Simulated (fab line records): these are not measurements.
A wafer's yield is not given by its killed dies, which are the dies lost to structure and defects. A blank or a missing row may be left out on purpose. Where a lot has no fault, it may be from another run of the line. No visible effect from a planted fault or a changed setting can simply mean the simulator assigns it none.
Matching of chambers / flow n5-finfet / N5_BEOL_M11_STRIP_36 on rie-diel-03 has 4 sister chambers
The step strips in N2/H2. 18 wafers are shown with their chamber, then 9 later ones without.

== WAFERS WITH THEIR CHAMBER ==
wafer=L075.1; chamber=3; drypump-motor-current-A (A)=6.4; throttle-valve-pct (%)=23.7; oes-product-au (a.u.)=0.87
wafer=L075.4; chamber=2; drypump-motor-current-A (A)=5.2; throttle-valve-pct (%)=24.1; oes-product-au (a.u.)=0.70
wafer=L075.5; chamber=3; drypump-motor-current-A (A)=6.4; throttle-valve-pct (%)=23.7; oes-product-au (a.u.)=0.86
wafer=L081.2; chamber=2; drypump-motor-current-A (A)=5.2; throttle-valve-pct (%)=24.1; oes-product-au (a.u.)=0.71
wafer=L081.3; chamber=0; drypump-motor-current-A (A)=6.5; throttle-valve-pct (%)=23.2; oes-product-au (a.u.)=0.93
wafer=L081.6; chamber=0; drypump-motor-current-A (A)=6.5; throttle-valve-pct (%)=23.2; oes-product-au (a.u.)=0.94
wafer=L079.1; chamber=2; drypump-motor-current-A (A)=5.2; throttle-valve-pct (%)=24.0; oes-product-au (a.u.)=0.71
wafer=L079.4; chamber=3; drypump-motor-current-A (A)=6.4; throttle-valve-pct (%)=23.7; oes-product-au (a.u.)=0.87
wafer=L079.5; chamber=3; drypump-motor-current-A (A)=6.4; throttle-valve-pct (%)=23.7; oes-product-au (a.u.)=0.85
wafer=L084.2; chamber=2; drypump-motor-current-A (A)=5.2; throttle-valve-pct (%)=24.1; oes-product-au (a.u.)=0.70
wafer=L084.3; chamber=1; drypump-motor-current-A (A)=4.7; throttle-valve-pct (%)=23.9; oes-product-au (a.u.)=0.85
wafer=L084.5; chamber=1; drypump-motor-current-A (A)=4.7; throttle-valve-pct (%)=23.9; oes-product-au (a.u.)=0.85
wafer=L088.4; chamber=1; drypump-motor-current-A (A)=4.7; throttle-valve-pct (%)=23.9; oes-product-au (a.u.)=0.87
wafer=L088.5; chamber=3; drypump-motor-current-A (A)=6.4; throttle-valve-pct (%)=23.8; oes-product-au (a.u.)=0.84
wafer=L088.6; chamber=2; drypump-motor-current-A (A)=5.3; throttle-valve-pct (%)=24.1; oes-product-au (a.u.)=0.68
wafer=L089.1; chamber=1; drypump-motor-current-A (A)=4.7; throttle-valve-pct (%)=23.9; oes-product-au (a.u.)=0.83
wafer=L089.3; chamber=2; drypump-motor-current-A (A)=5.2; throttle-valve-pct (%)=24.1; oes-product-au (a.u.)=0.69
wafer=L089.5; chamber=3; drypump-motor-current-A (A)=6.4; throttle-valve-pct (%)=23.8; oes-product-au (a.u.)=0.83

SIGNATURES, as means of the wafers listed above
reading=drypump-motor-current-A; chamber 0=6.500; chamber 1=4.700; chamber 2=5.217; chamber 3=6.400; scatter within a chamber=0.0244
reading=throttle-valve-pct; chamber 0=23.200; chamber 1=23.900; chamber 2=24.083; chamber 3=23.733; scatter within a chamber=0.0393
reading=oes-product-au; chamber 0=0.9350; chamber 1=0.8500; chamber 2=0.6983; chamber 3=0.8533; scatter within a chamber=0.0143
Rule: a wafer's distance from a chamber is the root of the sum, over the readings, of the square of ((its reading less the chamber's mean) divided by the reading's scatter). If the next closest chamber is less than 2 further off than the closest, the wafer can't be placed; otherwise it belongs to the closest. How the scatter is found: for the shown wafers, subtract from each reading the mean of its chamber, square and add these, divide the total by (wafers less chambers), then take the root.

== WAFERS WITHOUT THEIR CHAMBER ==
wafer=L092.1; drypump-motor-current-A (A)=6.4; throttle-valve-pct (%)=23.8; oes-product-au (a.u.)=0.86
wafer=L092.2; drypump-motor-current-A (A)=6.5; throttle-valve-pct (%)=23.2; oes-product-au (a.u.)=0.90
wafer=L092.3; drypump-motor-current-A (A)=5.2; throttle-valve-pct (%)=24.1; oes-product-au (a.u.)=0.69
wafer=L091.2; drypump-motor-current-A (A)=6.6; throttle-valve-pct (%)=23.2; oes-product-au (a.u.)=0.92
wafer=L091.4; drypump-motor-current-A (A)=4.7; throttle-valve-pct (%)=23.9; oes-product-au (a.u.)=0.84
wafer=L091.6; drypump-motor-current-A (A)=4.7; throttle-valve-pct (%)=23.9; oes-product-au (a.u.)=0.82
wafer=L093.2; drypump-motor-current-A (A)=5.2; throttle-valve-pct (%)=24.0; oes-product-au (a.u.)=0.68
wafer=L093.4; drypump-motor-current-A (A)=6.5; throttle-valve-pct (%)=23.2; oes-product-au (a.u.)=0.90
wafer=L093.5; drypump-motor-current-A (A)=6.5; throttle-valve-pct (%)=23.2; oes-product-au (a.u.)=0.90

== THE CHAMBER EACH PASSED THROUGH ==
wafer=L092.1; from the rows above=3; in truth=3
wafer=L092.2; from the rows above=0; in truth=0
wafer=L092.3; from the rows above=2; in truth=2
wafer=L091.2; from the rows above=0; in truth=0
wafer=L091.4; from the rows above=1; in truth=1
wafer=L091.6; from the rows above=1; in truth=1
wafer=L093.2; from the rows above=2; in truth=2
wafer=L093.4; from the rows above=0; in truth=0
wafer=L093.5; from the rows above=0; in truth=0
9 of 9 placed correctly. Left unplaced by these rows: 0. Placed wrongly: 0.
